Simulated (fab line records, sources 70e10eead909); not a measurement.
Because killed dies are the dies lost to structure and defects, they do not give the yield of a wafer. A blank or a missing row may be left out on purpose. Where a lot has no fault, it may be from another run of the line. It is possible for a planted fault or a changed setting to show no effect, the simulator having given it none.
Problem report, 8D (eight disciplines) form, completed by code / flow nand-harc / the parts of the form that need people (team, actions taken, sign-off) are left out

1. WHAT WENT WRONG
killed-at-array at NHARC_END_SORT_01 reads a mean of 675 on 2 wafers of 1 lot; wafers without a fault read 53 with a standard deviation of 18. Relative to the usual mean, that is a shift of +35 standard deviations.
Seen first at day 32 21:18 on prober-01, wafer L133.3. The record holds 3 wafers of 1 lot with a number at this step. The rule behind "out" and "out of limits": a value lying over 4 standard deviations away from the usual mean. The rest of the wafers with a number are treated as sound.

2. WHAT IT IS; WHAT IT IS NOT
question=which readings at this step | is=killed-at-array, killed-dies | is not=killed-at-other, killed-at-periphery, killed-open, killed-short
question=which lots | is=L133 | is not=-
question=which wafers of those lots | is=L133.3, L133.5 | is not=L133.4
question=read on which gauges | is=prober-01 | is not=-
question=when | is=from day 32 21:18 | is not=up to then (0 sound wafers); but 1 sound wafer of L133 came after

3. SUSPECTS, AND WHAT RULES EACH OUT
Counting: if a tool at a process step up to the reading ran every lot that is out, it stays a suspect. Sound lots after the first of them don't rule it out here, since some wafers of a struck lot are sound.
- the gauge at NHARC_END_SORT_01 has been ruled out. All the wafers that are out were read on prober-01, but those of them that NHARC_A_CHANNEL_FILL_D2_ETCHBACK_20 has rows for are out there too, on other tools.
- har-etch-01 at NHARC_A_CHANNEL_HOLE_D2_ETCH_26 (etches the open film in C4F8/O2/Ar, time 224.1 s, target depth 300 nm): kept. It ran the lot that is out, L133 (day 21 09:19).
- rie-diel-11 at NHARC_A_CHANNEL_FILL_D2_ETCHBACK_20 (etches the open film in C4F8/O2/Ar, target depth 27 nm, time 13.5 s): kept. It ran the lot that is out, L133 (day 22 11:38). Its own readings are out on those wafers: oes-product-au.
- rie-diel-11 at NHARC_A_CHANNEL_FILL_D2_STRIP_28 (strips in O2, time 20 s): kept. It ran the lot that is out, L133 (day 22 11:43).
- rtp-anneal-01 at NHARC_A_CHANNEL_FILL_D2_RTA_24 (time 5 s): kept. It ran the lot that is out, L133 (day 23 11:14).
- At NHARC_A_CHANNEL_FILL_D2_ETCHBACK_20 on rie-diel-11, chamber 2 took the sound wafers of the same lots and chamber 0 took the wafers that are out.
- Within rie-diel-11 at NHARC_A_CHANNEL_FILL_D2_STRIP_28: the wafers that are out ran in chambers 1, 3; their sound lot-mates ran in chamber 2.
Left after counting: har-etch-01 at NHARC_A_CHANNEL_HOLE_D2_ETCH_26, rie-diel-11 at NHARC_A_CHANNEL_FILL_D2_ETCHBACK_20, rie-diel-11 at NHARC_A_CHANNEL_FILL_D2_STRIP_28, rtp-anneal-01 at NHARC_A_CHANNEL_FILL_D2_RTA_24.

4. THE CAUSE (what the simulator had put in)
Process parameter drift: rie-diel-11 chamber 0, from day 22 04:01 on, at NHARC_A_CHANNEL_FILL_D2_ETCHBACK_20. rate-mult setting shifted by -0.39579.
Counting left 4 suspects, and this tool is among them.

5. THE EFFECT CHAIN, in route order
Each row: a reading whose mean over the struck wafers that have a number lies more than 3 standard deviations from the usual. Only readings for which the record gives a usual standard deviation are gone through. hours: the time from each lot's start at the first step in this table that gives one to its start at this step, as a median over the lots. sigmas: the change in usual standard deviations.
hours=0; step=NHARC_A_CHANNEL_FILL_D2_ETCHBACK_20; reading=oes-product-au; usual=0.990 a.u.; on struck wafers=0.703; change=-0.287; sigmas=-12
hours=250; step=NHARC_END_SORT_01; reading=killed-at-array; usual=53; on struck wafers=675; change=+622; sigmas=+35
hours=250; step=NHARC_END_SORT_01; reading=killed-dies; usual=58; on struck wafers=677; change=+619; sigmas=+34
It contains these process steps:
- NHARC_A_CHANNEL_FILL_D2_ETCHBACK_20: etches the open film in C4F8/O2/Ar, target depth 27 nm, time 13.5 s.

6. WHAT WOULD HAVE CAUGHT IT SOONER
The first out-of-limits reading at a measuring or inspecting step in this record came at day 32 21:18, 257 hours after the fault's start at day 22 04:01.
Tool's own readings at NHARC_A_CHANNEL_FILL_D2_ETCHBACK_20, oes-product-au: out on all struck wafers the step has rows for; an alarm limit on them would have tripped on the first.
The start of NHARC_A_CHANNEL_FILL_D2_ETCHBACK_20 on rie-diel-11 came by day 32 21:18 for every one of the lots that are out (1). None of them would have been spared by holding the tool at that moment.
